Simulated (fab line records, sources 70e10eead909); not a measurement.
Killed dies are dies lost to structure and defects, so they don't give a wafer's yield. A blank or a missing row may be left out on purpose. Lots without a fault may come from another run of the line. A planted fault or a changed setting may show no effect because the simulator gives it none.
Which tool did it? | flow nand_harc | 12 lots, 36 wafers sampled, at 4 steps of a route of 1302

WHAT THE GAUGES READ, wafer by wafer
NHARC_A_CONTACT_CD_MEAS_15.
lot  | measured     | on        | cd_nm (nm)
L075 | day 22 14:43 | cd_sem-02 | 189.3 188.7 189.7
L077 | day 23 04:16 | cd_sem-01 | 188.7 190.1 189.0
L079 | day 24 07:43 | cd_sem-01 | 190.3 190.5 190.4
L080 | day 25 04:02 | cd_sem-02 | 189.8 189.4 189.9
L084 | day 26 13:54 | cd_sem-01 | 191.2 190.5 189.6
L085 | day 27 02:23 | cd_sem-02 | 190.5 191.7 190.4
L086 | day 27 06:46 | cd_sem-03 | 189.6 189.6 190.5
L088 | day 28 01:22 | cd_sem-01 | 190.7 191.3 190.8
L091 | day 29 01:24 | cd_sem-01 | 188.5 189.8 190.6
L094 | day 30 09:58 | cd_sem-02 | 191.0 189.6 189.7
L095 | day 31 03:14 | cd_sem-02 | 189.5 189.4 190.2
L097 | day 31 16:31 | cd_sem-02 | 190.7 189.6 190.5

WHICH TOOL RAN EACH LOT (tool, then ch and the chambers of the sampled wafers, then the start)
lot  | NHARC_A_CONTACT_ETCH_75            | NHARC_A_CONTACT_ETCH_132             | NHARC_A_CONTACT_ETCH_92
L075 | rie_diel-08 ch 0,2,3, day 22 02:38 | har_cap_etch-03 ch 0,1, day 22 05:33 | rie_diel-08 ch 0,1,2, day 22 14:32
L077 | rie_diel-05 ch 0,2,3, day 22 16:50 | har_cap_etch-03 ch 1, day 22 20:20   | rie_diel-08 ch 2,3, day 23 04:04
L079 | rie_diel-12 ch 1,2, day 23 18:22   | har_cap_etch-03 ch 0,1, day 23 21:14 | rie_diel-05 ch 1,2,3, day 24 07:31
L080 | rie_diel-05 ch 2,3, day 24 17:02   | har_cap_etch-03 ch 0,1, day 24 20:01 | rie_diel-12 ch 1,2, day 25 03:47
L084 | rie_diel-12 ch 0,2, day 25 23:58   | har_cap_etch-02 ch 0,1, day 26 02:52 | rie_diel-08 ch 0,2,3, day 26 13:41
L085 | rie_diel-05 ch 0,2,3, day 26 06:49 | har_cap_etch-03 ch 1, day 26 09:44   | rie_diel-08 ch 0,2, day 27 02:09
L086 | rie_diel-08 ch 0,3, day 26 18:10   | har_cap_etch-01 ch 0,1, day 26 21:22 | rie_diel-05 ch 0,1, day 27 06:33
L088 | rie_diel-08 ch 0,1, day 27 14:20   | har_cap_etch-02 ch 0,1, day 27 17:17 | rie_diel-12 ch 0,1,3, day 28 01:09
L091 | rie_diel-08 ch 0,1,3, day 28 13:35 | har_cap_etch-02 ch 0,1, day 28 16:29 | rie_diel-08 ch 0,2,3, day 29 01:11
L094 | rie_diel-12 ch 0,2, day 29 21:59   | har_cap_etch-01 ch 0,1, day 30 00:58 | rie_diel-08 ch 0,1,2, day 30 09:44
L095 | rie_diel-05 ch 0,1, day 30 13:08   | har_cap_etch-03 ch 0,1, day 30 16:34 | rie_diel-05 ch 0,1,3, day 31 03:02
L097 | rie_diel-05 ch 0,1, day 31 04:29   | har_cap_etch-03 ch 0,1, day 31 08:10 | rie_diel-08 ch 0,1,2, day 31 16:19
- NHARC_A_CONTACT_ETCH_75: etches the open film in CF4, target depth 39 nm, time 65 s.
- NHARC_A_CONTACT_ETCH_132: etches the open film in C4F8/O2/Ar, time 197 s, target depth 1924 nm.
- NHARC_A_CONTACT_ETCH_92: etches the open film in CH3F/O2, target depth 40 nm, time 85.7 s.

THE ANSWER, worked out from the rows above alone
Rule: what is usual is taken from the lots themselves. Put in order of their means at a reading, lots are off if they are a third of the lots or fewer, leave a main group of 4 or more, and stand apart from it by a gap of 3 or more times the standard deviation of the main group's means; of several such gaps the widest counts. A main group whose means are all the same, to the digits that the tables above print for the reading, isn't used. A lot without any number at a reading at which 4 lots or more have one is off too. The other lots that the step has rows for count as sound.
No lot is off at any reading shown: from this, nothing can be told.

WHAT THE SIMULATOR HAD PUT IN
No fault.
